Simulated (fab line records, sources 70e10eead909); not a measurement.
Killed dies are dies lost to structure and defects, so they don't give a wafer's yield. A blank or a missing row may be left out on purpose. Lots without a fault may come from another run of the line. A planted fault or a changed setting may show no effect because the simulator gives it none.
fab line records | flow nand_harc
record lots=12 wafers=36 last_day=32
route steps=1302 shown A_M1@1179 A_BONDPAD@1203 END@1302
lots that met no fault: from a run of the same line without faults
start_h: hours from the record's first day to the start of the lot's first wafer shown | wait_h: hours since the lot's step before | " the same as in the row above | L1.1+2: a row that stands for several wafers | - no value, or no start given | * or withheld: withheld | < > ~ a bound
route shown NAME@n: a module of which the file shows steps, and the number in the route of the first | usual: mean/standard deviation of fault-free wafers | same: alike in all rows | chamber/n: place in a boat | sites: the reading at each site | _std_site: their standard deviation | _edge_site: outer sites' mean less inner sites' | radius_mm: how far each site lies from the wafer's centre | mask NAME#n: copy n | behind: the tool/chamber that last shaped the wafer | hold: why the lot was held/for how many hours/how that ended | device: the transistor (n, p or np) that didn't switch | end of line: the same wafers' tests at the end of the route | a step without rows: its recipe alone | killed: dies lost to structure and defects at the first sort, not the wafer's yield | map: a wafer's dies, x killed, . not, _ none there
set.NAME: the setting as run; set.NAME@STEP: as run at that earlier step | model.NAME: the simulator's own value behind a step, which no gauge read
steps of the route over a sample of lots; a table a step, a row a wafer
services: from which hour (start_h, from the record's first day; less than 0 if before it) a tool's chamber was out of use, for how many hours, and why
## steps
# step NHARC_A_M1_CD_MEAS_09
# recipe target_cd_nm=120 landing_energy_ev=500
# usual cd_nm=120.2/0.74
# columns lot.wafer tool chamber start_h wait_h cd_nm
L461.1 cd_sem-03 0 528.63 - 120.2
L461.2 " 0 " " 119.8
L461.6 " 0 " " 119.6
L463.1 cd_sem-03 0 544.15 - 120.9
L463.4 " 0 " " 120.2
L463.5 " 0 " " 120.2
L462.1 cd_sem-02 0 549.51 - 120.9
L462.4 " 0 " " 119.9
L462.5 " 0 " " 120.1
L464.2 cd_sem-02 0 550.08 - 120.6
L464.4 " 0 " " 120.7
L464.5 " 0 " " 121.3
L468.1 cd_sem-03 0 598.98 - 119.3
L468.4 " 0 " " 120.8
L468.5 " 0 " " 120.5
L470.3 cd_sem-01 0 614.42 - 119.9
L470.4 " 0 " " 120.1
L470.6 " 0 " " 119.4
L471.1 cd_sem-01 0 631.48 - 120.5
L471.4 " 0 " " 120.9
L471.5 " 0 " " 120.0
L474.1 cd_sem-03 0 648.49 - 120.0
L474.2 " 0 " " 120.8
L474.3 " 0 " " 120.5
L472.2 cd_sem-03 0 651.25 - 120.7
L472.3 " 0 " " 119.0
L472.6 " 0 " " 119.4
L473.1 cd_sem-03 0 657.50 - 120.2
L473.3 " 0 " " 119.9
L473.4 " 0 " " 120.6
L476.2 cd_sem-01 0 689.27 - 120.1
L476.4 " 0 " " 119.9
L476.5 " 0 " " 120.5
L484.1 cd_sem-03 0 730.36 - 119.5
L484.3 " 0 " " 120.3
L484.5 " 0 " " 120.7
# step NHARC_A_M1_DEGAS_29
# recipe temp_c=250 time_s=60
# usual heater_power_w=346/38
# columns lot.wafer tool chamber start_h wait_h heater_power_w
L461.1 pvd_sputter-01 - 529.89 - 321
L461.2 " - " " 315
L461.6 " - " " 333
L463.4 pvd_sputter-01 - 545.37 - 377
L463.1 " - " " 317
L463.5 " - " " 388
L462.1 pvd_sputter-02 - 550.71 - 350
L462.4 " - " " 433
L462.5 " - " " 377
L464.2 pvd_sputter-01 - 551.29 - 317
L464.4 " - " " 322
L464.5 " - " " 345
L468.1 pvd_sputter-01 - 600.20 - 320
L468.4 " - " " 383
L468.5 " - " " 313
L470.3 pvd_sputter-01 - 615.63 - 372
L470.4 " - " " 326
L470.6 " - " " 305
L471.1 pvd_sputter-03 - 632.68 - 318
L471.4 " - " " 385
L471.5 " - " " 322
L474.2 pvd_sputter-03 - 649.70 - 388
L474.1 " - " " 397
L474.3 " - " " 351
L472.2 pvd_sputter-03 - 652.47 - 387
L472.3 " - " " 354
L472.6 " - " " 381
L473.1 pvd_sputter-03 - 658.70 - 358
L473.4 " - " " 315
L473.3 " - " " 376
L476.2 pvd_sputter-02 - 690.54 - 339
L476.4 " - " " 423
L476.5 " - " " 330
L484.3 pvd_sputter-02 - 731.56 - 326
L484.1 " - " " 428
L484.5 " - " " 339
# step NHARC_A_M1_CMP_23
# recipe t_overpolish_s=20 target_thk_nm=154.34
# usual edge_zone_pressure_frac=1.000/0.0053 motor_current_A=11.8/1.1 slurry_filter_dp_kPa=13.50/0.13 time_to_endpoint_s=27/3.2
# columns lot.wafer tool chamber start_h wait_h edge_zone_pressure_frac motor_current_A slurry_filter_dp_kPa time_to_endpoint_s
L461.2 cmp-03 2 530.98 - 1.010 11.8 13.54 32
L461.1 " 0 " " 1.002 12.4 13.32 33
L461.6 " 2 " " 1.004 11.7 13.39 34
L463.1 cmp-02 0 546.68 - 0.997 11.5 13.49 25
L463.4 " 2 " " 1.008 13.0 13.42 27
L463.5 " 1 " " 1.002 11.4 13.25 24
L462.4 cmp-02 1 551.79 - 0.999 11.8 13.45 26
L462.1 " 0 " " 0.999 11.9 13.30 26
L462.5 " 1 " " 1.000 11.5 13.45 26
L464.4 cmp-03 2 552.39 - 1.000 11.7 13.54 34
L464.2 " 0 " " 0.993 12.2 13.73 31
L464.5 " 1 " " 0.999 10.4 13.71 31
L468.4 cmp-04 0 601.28 - 0.998 12.3 13.65 34
L468.1 " 1 " " 1.003 12.0 13.47 32
L468.5 " 0 " " 1.005 12.7 13.48 32
L470.3 cmp-02 1 616.73 - 0.993 11.5 13.37 25
L470.4 " 2 " " 1.006 13.5 13.45 27
L470.6 " 0 " " 1.000 11.0 13.43 28
L471.1 cmp-02 2 633.76 - 0.999 13.3 13.47 29
L471.4 " 3 " " 0.997 10.2 13.66 28
L471.5 " 2 " " 1.006 13.2 13.44 30
L474.1 cmp-04 1 650.78 - 1.008 12.1 13.75 27
L474.2 " 2 " " 1.010 14.6 13.43 25
L474.3 " 0 " " 1.009 13.0 13.48 30
L472.3 cmp-03 1 653.66 - 1.008 10.2 13.42 28
L472.2 " 2 " " 1.001 11.9 13.72 27
L472.6 " 3 " " 0.998 11.0 13.47 31
L473.1 cmp-02 0 659.81 - 0.999 11.6 13.50 27
L473.4 " 1 " " 1.000 11.5 13.50 27
L473.3 " 2 " " 0.998 13.0 13.45 29
L476.4 cmp-04 2 691.65 - 1.006 14.5 13.42 23
L476.2 " 0 " " 1.000 12.5 13.33 24
L476.5 " 2 " " 1.002 14.1 13.72 24
L484.1 cmp-03 0 732.68 - 0.988 12.2 13.42 27
L484.3 " 1 " " 0.995 10.3 13.21 37
L484.5 " 3 " " 0.997 11.2 13.21 24
# step NHARC_A_M1_INSPECT_27
# usual raw_defect_count=556/130
# columns lot.wafer tool chamber start_h wait_h raw_defect_count
L461.1 defect_inspect-01 - 531.45 0.0 725
L461.2 " - " " 504
L461.6 " - " " 677
L463.1 defect_inspect-01 - 547.15 0.0 453
L463.4 " - " " 429
L463.5 " - " " 479
L462.1 defect_inspect-01 - 552.26 0.0 397
L462.4 " - " " 370
L462.5 " - " " 359
L464.2 defect_inspect-02 - 552.84 0.0 990
L464.4 " - " " 638
L464.5 " - " " 616
L468.1 defect_inspect-01 - 601.76 0.0 615
L468.4 " - " " 1045
L468.5 " - " " 641
L470.3 defect_inspect-01 - 617.17 0.0 444
L470.4 " - " " 381
L470.6 " - " " 379
L471.1 defect_inspect-01 - 634.23 0.0 501
L471.4 " - " " 527
L471.5 " - " " 540
L474.1 defect_inspect-01 - 651.25 0.0 515
L474.2 " - " " 492
L474.3 " - " " 459
L472.2 defect_inspect-01 - 654.07 0.0 717
L472.3 " - " " 524
L472.6 " - " " 473
L473.1 defect_inspect-02 - 660.25 0.0 479
L473.3 " - " " 415
L473.4 " - " " 346
L476.2 defect_inspect-01 - 692.09 0.0 641
L476.4 " - " " 515
L476.5 " - " " 747
L484.1 defect_inspect-02 - 733.12 0.0 816
L484.3 " - " " 4943
L484.5 " - " " 555
# step NHARC_A_BONDPAD_CMP_29
# recipe target_thk_nm=200 material=SiCN
# usual edge_zone_pressure_frac=1.001/0.0048 motor_current_A=11.6/0.99 slurry_filter_dp_kPa=13.49/0.15
# columns lot.wafer tool chamber start_h wait_h edge_zone_pressure_frac motor_current_A slurry_filter_dp_kPa
L461.1 cmp-03 3 532.56 - 1.004 12.0 13.38
L461.2 " 0 " " 1.003 12.2 13.46
L461.6 " 3 " " 1.008 11.2 13.44
L463.1 cmp-04 1 548.26 - 1.001 11.4 13.66
L463.4 " 3 " " 1.003 11.2 13.65
L463.5 " 1 " " 1.002 12.5 13.19
L462.1 cmp-01 0 553.42 - 0.993 10.7 13.34
L462.4 " 1 " " 0.996 10.1 13.53
L462.5 " 3 " " 1.000 11.7 13.67
L464.2 cmp-03 1 553.94 - 1.000 10.1 13.42
L464.4 " 2 " " 0.995 11.8 13.75
L464.5 " 1 " " 1.008 11.0 13.21
L468.1 cmp-03 1 604.25 - 1.003 10.6 13.27
L468.4 " 0 " " 0.993 12.5 13.67
L468.5 " 1 " " 1.004 10.5 13.37
L470.4 cmp-03 2 618.32 - 1.005 11.7 13.49
L470.3 " 3 " " 1.000 12.2 13.67
L470.6 " 2 " " 1.001 11.9 13.56
L471.1 cmp-01 0 635.69 - 0.997 11.1 13.44
L471.4 " 2 " " 1.001 11.7 13.63
L471.5 " 0 " " 1.003 11.0 13.43
L474.2 cmp-04 2 652.36 - 1.002 14.5 13.68
L474.1 " 3 " " 1.008 11.2 13.31
L474.3 " 0 " " 1.001 12.6 13.40
L472.2 cmp-03 2 655.54 - 1.006 11.7 13.31
L472.3 " 0 " " 0.998 12.2 13.43
L472.6 " 2 " " 1.007 11.9 13.61
L473.1 cmp-01 2 661.35 - 1.002 11.9 13.37
L473.4 " 3 " " 1.005 11.4 13.23
L473.3 " 0 " " 1.007 11.4 13.63
L476.2 cmp-03 3 693.38 - 0.996 12.0 13.45
L476.4 " 0 " " 1.002 12.0 13.41
L476.5 " 2 " " 0.997 11.6 13.58
L484.1 cmp-04 2 734.31 - 0.994 14.1 13.65
L484.5 " 3 " " 1.004 11.0 13.52
# step NHARC_END_SORT_01
# recipe temp_c=25
# usual defect_limited_yield=91.0/2.8 killed_at_array=56/19 killed_at_other=0.6/1 killed_at_periphery=3.9/2.7 killed_dies=61/19 killed_open=3.3/1.9 killed_short=2.4/1.7
# same gross_dies=677
# columns lot.wafer tool chamber start_h wait_h defect_limited_yield[%] killed_at_array killed_at_other killed_at_periphery killed_dies killed_open killed_short
L463.1 prober-02 0 580.27 2.5 84.8 97 4 2 103 5 4
L463.4 prober-02 0 582.72 3.4 86.6 86 0 5 91 3 1
L463.5 prober-02 0 583.53 3.8 85.8 93 0 3 96 4 4
L468.1 prober-01 0 638.02 2.5 93.1 45 0 2 47 2 2
L468.4 prober-01 0 640.44 3.4 92.5 47 0 4 51 2 2
L468.5 prober-01 0 641.25 3.7 92.6 45 1 4 50 1 4
L470.3 prober-01 0 654.64 3.1 94.8 33 0 2 35 4 3
L470.4 prober-01 0 655.45 3.4 96.0 25 0 2 27 3 1
L470.6 prober-01 0 657.07 4.0 94.5 32 3 2 37 4 1
L472.2 prober-01 0 684.00 2.8 93.8 38 0 4 42 2 0
L472.3 prober-01 0 684.80 3.1 94.1 36 0 4 40 6 3
L472.6 prober-01 0 687.18 4.0 93.5 41 0 3 44 5 2
L473.1 prober-01 0 692.19 2.5 90.7 57 2 4 63 5 3
L473.3 prober-01 0 693.80 3.1 90.3 61 0 5 66 3 1
L473.4 prober-01 0 694.60 3.4 90.5 59 2 3 64 3 1
L476.2 prober-02 0 725.60 2.8 87.4 74 2 9 85 4 3
L476.4 prober-02 0 727.20 3.4 88.6 72 2 3 77 7 2
L476.5 prober-02 0 728.00 3.7 89.1 72 0 2 74 4 6
L484.1 prober-02 0 772.83 2.5 88.9 69 0 6 75 2 7
L484.3 prober-02 0 774.44 3.1 0 677 0 0 677 2 6
L484.5 prober-02 0 776.06 3.7 87.0 79 0 9 88 3 1
# killed by level:class
L463.1 A_CHANNEL_HOLE_D1:chamber_film_flake=36 A_CHANNEL_HOLE_D2:chamber_film_flake=25 A_SLIT:chamber_film_flake=23 A_STAIRCASE:chamber_film_flake=4 THIN_TSV:chamber_film_flake=3 A_CONTACT:chamber_film_flake=2 P_CONTACT:geometric_particle:open=1 P_M0:geometric_particle:open=1
L463.4 A_SLIT:chamber_film_flake=34 A_CHANNEL_HOLE_D2:chamber_film_flake=21 A_CHANNEL_HOLE_D1:chamber_film_flake=21 A_STAIRCASE:chamber_film_flake=2 A_SGD_CUT:chamber_film_flake=2 A_CONTACT:chamber_film_flake=2 P_M0:geometric_particle:open=1 A_CHANNEL_HOLE_D2:geometric_particle:short=1
L463.5 A_SLIT:chamber_film_flake=32 A_CHANNEL_HOLE_D1:chamber_film_flake=24 A_CHANNEL_HOLE_D2:chamber_film_flake=19 A_STAIRCASE:chamber_film_flake=5 A_CONTACT:chamber_film_flake=5 P_M0:geometric_particle:open=2 A_ONON_D1:geometric_particle:short=2 A_CHANNEL_FILL_D1:geometric_particle:short=1
L468.1 A_CHANNEL_HOLE_D2:chamber_film_flake=27 A_STAIRCASE:chamber_film_flake=6 A_CHANNEL_HOLE_D1:chamber_film_flake=5 A_CONTACT:chamber_film_flake=3 P_STI:chamber_film_flake=2 A_CHANNEL_HOLE_D1:geometric_particle:short=1 A_DECK1_JOINT:geometric_particle:open=1 A_BLC:geometric_particle:short=1
L468.4 A_CHANNEL_HOLE_D2:chamber_film_flake=32 A_CHANNEL_HOLE_D1:chamber_film_flake=6 A_CONTACT:chamber_film_flake=4 P_STI:chamber_film_flake=2 P_CONTACT:geometric_particle:open=1 A_ONON_D1:geometric_particle:short=1 A_CHANNEL_HOLE_D1:geometric_particle:short=1 A_M1:geometric_particle:open=1
L468.5 A_CHANNEL_HOLE_D2:chamber_film_flake=31 A_CHANNEL_HOLE_D1:chamber_film_flake=4 P_STI:chamber_film_flake=3 A_STAIRCASE:chamber_film_flake=3 P_M2:geometric_particle:short=1 A_CHANNEL_HOLE_D2:geometric_particle:short=1 A_CHANNEL_FILL_D2:geometric_particle:open=1 A_WL_FILL:geometric_particle:short=1
L470.3 A_CHANNEL_HOLE_D2:chamber_film_flake=15 A_CHANNEL_HOLE_D1:chamber_film_flake=7 P_CONTACT:geometric_particle:open=2 A_CHANNEL_FILL_D2:chamber_film_flake=2 A_STAIRCASE:chamber_film_flake=2 A_CHANNEL_HOLE_D1:geometric_particle:open=1 A_CHANNEL_HOLE_D1:geometric_particle:short=1 A_CHANNEL_FILL_D1:geometric_particle:short=1
L470.4 A_CHANNEL_HOLE_D2:chamber_film_flake=11 A_CHANNEL_FILL_D2:chamber_film_flake=5 A_DECK1_JOINT:chamber_film_flake=3 P_M1:geometric_particle:open=1 A_CHANNEL_FILL_D2:geometric_particle:open=1 A_WL_FILL:geometric_particle:open=1 A_BLC:geometric_particle:short=1 P_ZERO_WELL:chamber_film_flake=1
L470.6 A_CHANNEL_HOLE_D2:chamber_film_flake=16 A_CHANNEL_FILL_D2:chamber_film_flake=5 A_SLIT:chamber_film_flake=5 A_CHANNEL_HOLE_D1:chamber_film_flake=2 A_CONTACT:chamber_film_flake=2 THIN_TSV:chamber_film_flake=2 P_GATE:geometric_particle:open=1 P_CONTACT:geometric_particle:open=1
L472.2 A_SLIT:chamber_film_flake=30 A_CHANNEL_HOLE_D1:chamber_film_flake=6 P_GATE:chamber_film_flake=2 P_CONTACT:geometric_particle:open=1 A_CHANNEL_FILL_D2:geometric_particle:open=1 P_ZERO_WELL:chamber_film_flake=1 A_STAIRCASE:chamber_film_flake=1
L472.3 A_SLIT:chamber_film_flake=18 A_CHANNEL_HOLE_D1:chamber_film_flake=8 P_GATE:chamber_film_flake=3 A_CHANNEL_FILL_D1:geometric_particle:open=2 A_CONTACT:geometric_particle:open=2 A_SOURCE_PLATE:geometric_particle:short=1 A_DECK1_JOINT:geometric_particle:open=1 A_ONON_D2:geometric_particle:short=1
L472.6 A_SLIT:chamber_film_flake=26 A_CHANNEL_HOLE_D1:chamber_film_flake=5 A_M0:geometric_particle:open=3 A_STAIRCASE:chamber_film_flake=2 A_SOURCE_PLATE:geometric_particle:short=1 A_ONON_D2:geometric_particle:short=1 A_CHANNEL_HOLE_D2:geometric_particle:open=1 A_SGD_CUT:geometric_particle:open=1
L473.1 A_SLIT:chamber_film_flake=27 A_STAIRCASE:chamber_film_flake=7 A_CONTACT:chamber_film_flake=6 A_CHANNEL_HOLE_D2:chamber_film_flake=4 A_CHANNEL_HOLE_D1:chamber_film_flake=3 A_M1:geometric_particle:open=2 P_CONTACT:chamber_film_flake=2 A_ONON_D1:geometric_particle:open=1
L473.3 A_SLIT:chamber_film_flake=36 A_STAIRCASE:chamber_film_flake=10 A_CHANNEL_HOLE_D1:chamber_film_flake=8 P_STI:chamber_film_flake=2 A_CHANNEL_FILL_D1:chamber_film_flake=2 P_CONTACT:geometric_particle:open=1 A_CHANNEL_FILL_D1:geometric_particle:open=1 A_CHANNEL_FILL_D2:geometric_particle:open=1
L473.4 A_SLIT:chamber_film_flake=26 A_CHANNEL_HOLE_D1:chamber_film_flake=8 A_STAIRCASE:chamber_film_flake=8 A_CONTACT:chamber_film_flake=7 A_CHANNEL_HOLE_D2:chamber_film_flake=4 A_CHANNEL_FILL_D1:chamber_film_flake=3 THIN_TSV:chamber_film_flake=2 P_STI:geometric_particle:open=1
L476.2 A_SLIT:chamber_film_flake=33 A_CHANNEL_HOLE_D2:chamber_film_flake=15 A_CHANNEL_HOLE_D1:chamber_film_flake=8 A_CONTACT:chamber_film_flake=8 A_CHANNEL_FILL_D2:chamber_film_flake=3 A_CHANNEL_FILL_D1:geometric_particle:short=2 P_M1:chamber_film_flake=2 A_CHANNEL_FILL_D1:chamber_film_flake=2
L476.4 A_SLIT:chamber_film_flake=37 A_CHANNEL_HOLE_D2:chamber_film_flake=11 A_CHANNEL_HOLE_D1:chamber_film_flake=9 A_CHANNEL_FILL_D1:geometric_particle:open=2 A_CONTACT:chamber_film_flake=2 A_CHANNEL_FILL_D2:chamber_film_flake=2 A_STAIRCASE:chamber_film_flake=2 THIN_TSV:chamber_film_flake=2
L476.5 A_SLIT:chamber_film_flake=34 A_CHANNEL_HOLE_D2:chamber_film_flake=15 A_CHANNEL_HOLE_D1:chamber_film_flake=7 A_CONTACT:chamber_film_flake=4 A_DECK1_JOINT:geometric_particle:short=2 A_ONON_D2:geometric_particle:short=2 A_STAIRCASE:chamber_film_flake=2 P_M0:geometric_particle:open=1
L484.1 A_CHANNEL_HOLE_D2:chamber_film_flake=22 A_CONTACT:chamber_film_flake=17 A_SLIT:chamber_film_flake=8 A_CHANNEL_HOLE_D1:chamber_film_flake=6 A_ZERO_WELL:chamber_film_flake=4 A_WL_FILL:geometric_particle:short=2 P_ZERO_WELL:chamber_film_flake=2 P_STI:chamber_film_flake=2
L484.3 A_M1:area_cmp=602 A_CHANNEL_HOLE_D2:chamber_film_flake=24 A_CHANNEL_HOLE_D1:chamber_film_flake=23 A_CONTACT:chamber_film_flake=14 A_ONON_D1:geometric_particle:short=2 A_CHANNEL_FILL_D1:geometric_particle:short=2 A_ZERO_WELL:chamber_film_flake=2 A_SLIT:chamber_film_flake=2
L484.5 A_CHANNEL_HOLE_D1:chamber_film_flake=24 A_CHANNEL_HOLE_D2:chamber_film_flake=22 A_CONTACT:chamber_film_flake=13 A_SLIT:chamber_film_flake=8 P_ZERO_WELL:chamber_film_flake=5 A_STAIRCASE:chamber_film_flake=4 A_ZERO_WELL:chamber_film_flake=4 A_CHANNEL_FILL_D1:geometric_particle:open=2
## services
# columns tool chamber start_h hours kind
cmp-01 - 513.02 7.0 repair
pvd_sputter-03 - 526.01 10.0 pm
cmp-02 - 526.50 4.0 pm
cmp-03 - 561.21 4.0 pm
cmp-03 - 573.55 0.3 repair
cmp-02 - 576.26 2.2 repair
cmp-01 - 577.61 4.0 pm
pvd_sputter-01 - 582.00 10.0 pm
cmp-04 - 601.78 4.0 pm
cmp-03 - 611.68 0.8 repair
cmp-01 - 616.72 2.1 repair
cmp-02 - 624.50 4.0 pm
cmp-03 - 634.91 1.9 repair
cmp-04 - 637.45 1.7 repair
pvd_sputter-02 - 643.50 10.0 pm
cmp-03 - 659.21 4.0 pm
cmp-02 - 661.92 0.9 repair
cmp-01 - 675.61 4.0 pm
pvd_sputter-03 - 691.78 1.4 repair
cmp-04 - 699.85 4.0 pm
pvd_sputter-03 - 704.01 10.0 pm
cmp-03 - 707.60 0.9 repair
cmp-02 - 722.50 4.0 pm
cmp-02 - 731.49 5.5 repair
## key
first_sign step=NHARC_A_M1_CMP_23 reading=time_to_endpoint_s direction=up sigmas=3 usual=* struck=*
effect step=NHARC_A_M1_INSPECT_27 reading=raw_defect_count direction=up sigmas=33 usual=556 struck=4943
effect step=NHARC_END_SORT_01 reading=killed_at_array direction=up sigmas=33 usual=56 struck=677
more_kills_born_at NHARC_A_M1_CMP_23@cmp-03=602
met_at NHARC_A_M1_CMP_23
struck_lots L484
struck_wafers L484.3
later_rows_left_out L484.3
not_acting_at NHARC_A_M1_CD_MEAS_09,NHARC_A_M1_DEGAS_29,NHARC_A_BONDPAD_CMP_29
onset_between 653.66 732.68
fault kind=process_parameter_drift tool=cmp-03 chamber=- onset_h=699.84 steps=NHARC_A_M1_CMP_23 channel=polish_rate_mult offset=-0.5 shape=step end_h=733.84 scope=struck_wafers_only
# later_rows_left_out: the simulator's readings of these wafers behind a module that went badly wrong aren't trusted and aren't shown, but for the sort
